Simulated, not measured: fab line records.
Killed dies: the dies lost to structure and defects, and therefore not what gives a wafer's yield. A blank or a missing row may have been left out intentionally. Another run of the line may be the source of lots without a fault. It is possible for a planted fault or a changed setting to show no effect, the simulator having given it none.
Split-lot study	flow n5_finfet	7 lots, 21 wafers read, on a route of 1938 steps

ON THE SPLIT
At N5_BEOL_M11_VIA_ETCH_34 (etches SiCOH lowk in C4F6/O2, target depth 184.5 nm, time 69.2 s), the setting time_s was moved away from the recipe's 69.2 s on 5 of the 21 wafers read, by +19.2% to +22.0%. For the rest of the wafers, this setting stayed at what the recipe calls for.

The reading comes from the split's own step.

THE READING
SOC_of_BEOL_M11_COAT_63.thk_nm (the simulator's own value, which no gauge read), in nm, at N5_BEOL_M11_VIA_ETCH_34 (etches SiCOH lowk in C4F6/O2, target depth 184.5 nm, time 69.2 s). The file does not state a usual value for it. Average 91.7 nm, standard deviation 0.26 nm, over the 16 wafers here run with the recipe.

wafer	tool, chamber at the split	time_s as run, s	against the recipe	SOC_of_BEOL_M11_COAT_63.thk_nm, nm	against lot-mates on the recipe
L074.1	rie_diel-03, 1	69.2	recipe	91.8	-
L074.2	rie_diel-03, 2	69.2	recipe	91.4	-
L074.5	rie_diel-03, 3	69.2	recipe	92	-
L079.1	rie_diel-04, 1	82.49	+19.2%	90.4	-1.7
L079.3	rie_diel-04, 2	69.2	recipe	92.2	-
L079.4	rie_diel-04, 3	69.2	recipe	92	-
L087.1	rie_diel-01, 3	69.2	recipe	91.8	-
L087.4	rie_diel-01, 1	69.2	recipe	91.6	-
L087.6	rie_diel-01, 3	69.2	recipe	91.4	-
L088.3	rie_diel-04, 3	69.2	recipe	91.8	-
L088.4	rie_diel-04, 1	82.76	+19.6%	90	-1.8
L088.5	rie_diel-04, 2	82.76	+19.6%	90.2	-1.6
L089.3	rie_diel-01, 1	69.2	recipe	91.8	-
L089.5	rie_diel-01, 1	69.2	recipe	91.6	-
L089.6	rie_diel-01, 2	69.2	recipe	91.4	-
L094.1	rie_diel-04, 1	84.39	+22.0%	90	-2.0
L094.2	rie_diel-04, 0	69.2	recipe	92	-
L094.4	rie_diel-04, 0	84.39	+22.0%	90.2	-1.8
L097.1	rie_diel-03, 3	69.2	recipe	91.8	-
L097.2	rie_diel-03, 1	69.2	recipe	91.8	-
L097.6	rie_diel-03, 0	69.2	recipe	91.2	-

FIT RESULTS
A straight line over all 21 wafers: SOC_of_BEOL_M11_COAT_63.thk_nm changes by -0.0764 nm for each +1% of time_s; r = -0.94; the points scatter about the line by 0.25 nm.
The same after taking each lot's own level away (the mean of its wafers on the recipe; 21 wafers): -0.087 nm for each +1%; r = -0.97; scatter 0.18 nm.
That fit puts the effect of the largest move of time_s on the reading at 1.9 nm.
Measured against the standard deviation above, the lots' own levels, which go from 91.60 to 92.10 nm, span 1.9 times it.
Hence the slope depends on the lot-to-lot level, as the two fits are not the same.
Check: for one of the wafers moved furthest among these (+22.0%), held out of the fit, the line's prediction against its lot-mates is -1.88 nm. Against them it came out at -2 nm.

THESE WAFERS: OTHER SPLITS
Other splits were also applied to these wafers ahead of the reading. Each is held against what the fit with the lots' levels taken away leaves over:
other split on the same wafers	wafers away from the commonest value	r with SOC_of_BEOL_M11_COAT_63.thk_nm (lot level and that fit taken away)
N5_BEOL_M11_EXPOSE_25 dose_mj	11	-0.07

THE WHOLE CHAIN: every reading that the file lists as answering this split, in the file's order
step	what it does	reading	change (the file's fit)	r (the file's)
N5_BEOL_M11_VIA_ETCH_34	etches SiCOH lowk in C4F6/O2, target depth 184.5 nm, time 69.2 s	etch.depth_nm (the simulator's own value, which no gauge read)	+1.8 nm for each +1% of the setting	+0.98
N5_BEOL_M11_VIA_ETCH_34	etches SiCOH lowk in C4F6/O2, target depth 184.5 nm, time 69.2 s	SOC_of_BEOL_M11_COAT_63.thk_nm (the simulator's own value, which no gauge read)	-0.0872 nm for each +1% of the setting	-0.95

FILE'S OWN FIT
SOC_of_BEOL_M11_COAT_63.thk_nm changes by -0.0872 nm for each +1% of time_s, r = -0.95.
